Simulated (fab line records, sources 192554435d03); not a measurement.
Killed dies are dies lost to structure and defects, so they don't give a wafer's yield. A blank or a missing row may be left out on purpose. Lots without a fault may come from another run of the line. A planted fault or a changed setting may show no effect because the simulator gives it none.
Chamber matching | flow n5_finfet | N5_BEOL_M6_TRENCH_ETCH_37 on rie_diel-03: 4 sister chambers
The step etches SiCOH lowk in C4F6/O2, target depth 94.435 nm, time 31.5 s. 8 wafers are shown with their chamber, then 7 later ones without.

WAFERS WITH THEIR CHAMBER
wafer  | chamber | showerhead_plenum_p_Torr (Torr) | rf_vpp_V (V)
L441.1 | 1       | 2.93                            | 665
L442.2 | 2       | 2.70                            | 672
L442.3 | 0       | 2.79                            | 668
L442.6 | 2       | 2.70                            | 672
L447.1 | 0       | 2.79                            | 669
L447.5 | 3       | 2.81                            | 658
L446.3 | 3       | 2.81                            | 659
L446.4 | 1       | 2.92                            | 664

WAFERS WITHOUT THEIR CHAMBER
wafer  | showerhead_plenum_p_Torr (Torr) | rf_vpp_V (V)
L446.6 | 2.81                            | 657
L452.1 | 2.92                            | 665
L452.4 | 2.78                            | 669
L452.5 | 2.69                            | 673
L454.2 | 2.91                            | 664
L454.3 | 2.78                            | 669
L454.4 | 2.69                            | 672

WHICH CHAMBER EACH WENT THROUGH
wafer  | from the rows above | in truth
L446.6 | 3                   | 3
L452.1 | 1                   | 1
L452.4 | 0                   | 0
L452.5 | 2                   | 2
L454.2 | 1                   | 1
L454.3 | 0                   | 0
L454.4 | 2                   | 2
Placed correctly: 7 of 7. Can't be placed from these rows: 0. Placed wrongly: 0.
How it was worked out, from the rows above alone: a wafer's distance from a chamber is the root of the sum, over the readings, of the square of ((its reading less the chamber's mean) divided by the reading's scatter). The wafer belongs to the nearest chamber; if the next one is less than 2 further off, it can't be placed. A chamber's mean is the mean of its shown wafers. The scatter: the root of (the sum of the squares of (reading less its chamber's mean) over the shown wafers, divided by (wafers less chambers)).
